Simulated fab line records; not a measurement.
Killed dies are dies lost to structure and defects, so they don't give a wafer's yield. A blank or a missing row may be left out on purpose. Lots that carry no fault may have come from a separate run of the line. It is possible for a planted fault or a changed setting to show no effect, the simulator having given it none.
The same fault as seen by 3 desks ; flow n5_finfet ; what lay behind the numbers comes last; until then each desk has only its own

## AT THE TOOL OWNER'S DESK: wet_bench-05
The tool's own readings at N5_SD_EPI_P_PRECLEAN_52 (cleans in O3/DIW, time 60 s): means of the sampled wafers that have a number, for each lot that ran on this tool. Marked OUT: a lot whose mean sits more than 4 standard deviations from the usual mean, which makes it out of limits; the brackets give that distance.
Columns: A = o3_ppm at N5_SD_EPI_P_PRECLEAN_52, usual 10.00; B = temp_c at N5_SD_EPI_P_PRECLEAN_52, usual 22.00 C
lot;first seen here;A;B
L304;day 3 18:14;9.99;21.93
L308;day 4 22:50;10.05;22.08
L310;day 5 08:40;10.06;21.95
L321;day 8 01:35;10.01;22.13
This desk found nothing out of limits on any of the 4 lots.

## THE DEFECT DESK
For each lot, the counts of the inspections along the route, averaged over the sampled wafers that have a number. Marked OUT: a lot whose mean sits more than 4 standard deviations from the usual mean, which makes it out of limits; the brackets give that distance.
Columns: A = raw_defect_count at N5_SD_EPI_P_INSPECT_26, usual 165; B = raw_defect_count at N5_SD_ACTIVATION_INSPECT_02, usual 164
lot;first seen here;A;B
L304;day 3 21:02;180;166
L308;day 5 01:40;406 (+7.1) OUT;392 (+6.7) OUT
L310;day 5 11:28;376 (+6.2) OUT;371 (+6.1) OUT
L321;day 8 05:16;213;209
This desk's verdict: out of limits on L308, L310, starting with L308 at day 5 01:40 (raw_defect_count at N5_SD_EPI_P_INSPECT_26). Within limits: L304, L321.

## THE METROLOGY DESK
What the gauges read for every lot (on any tool): the sampled wafers with a number, averaged. Marked OUT: a lot whose mean sits more than 4 standard deviations from the usual mean, which makes it out of limits; the brackets give that distance. Shown here are 7 of its 10 readings, the ones lying furthest out on some lot.
Columns: A = DIBL_P at N5_BEOL_M4_RC_MEAS_101, usual 36.1 mV/V; B = ION_N at N5_BEOL_M4_RC_MEAS_101, usual 676 uA/um; C = ION_P at N5_BEOL_M4_RC_MEAS_101, usual 462 uA/um; D = SS_N at N5_BEOL_M4_RC_MEAS_101, usual 71.5 mV/dec; E = SS_P at N5_BEOL_M4_RC_MEAS_101, usual 73.2 mV/dec; F = VT_N at N5_BEOL_M4_RC_MEAS_101, usual 249.1 mV; G = VT_P at N5_BEOL_M4_RC_MEAS_101, usual -249.9 mV
lot;first seen here;A;B;C;D;E;F;G
L304;day 8 11:54;35.4;680;464;71.4;72.9;251.0;-248.3
L308;day 9 12:58;36.3;681;466;71.8;73.1;249.4;-248.9
L310;day 9 14:28;34.2;675;466;71.4;72.9;249.2;-249.8
L321;day 12 14:37;35.1;671;463;71.4;73.1;248.7;-250.3
This desk found nothing out of limits on any of the 4 lots.

## ALL TOGETHER
The defect desk could have raised an alarm at day 5 01:40, on L308, L310.
The tool owner's desk saw nothing out of limits.
The metrology desk saw nothing out of limits.
Tool owner's desk: L308, L310 on record, inside its limits.
The metrology desk holds a record of L308, L310, inside its limits.
N5_SD_EPI_P_PRECLEAN_52 was run on wet_bench-05 by each of the lots named.

## WHAT HAD BEEN PUT IN BY THE SIMULATOR
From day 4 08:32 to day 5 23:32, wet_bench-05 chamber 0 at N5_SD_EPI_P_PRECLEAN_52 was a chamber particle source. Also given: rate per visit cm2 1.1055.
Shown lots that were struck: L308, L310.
Hours from the fault's start to each desk's first reading out of limits: the defect desk, 17.
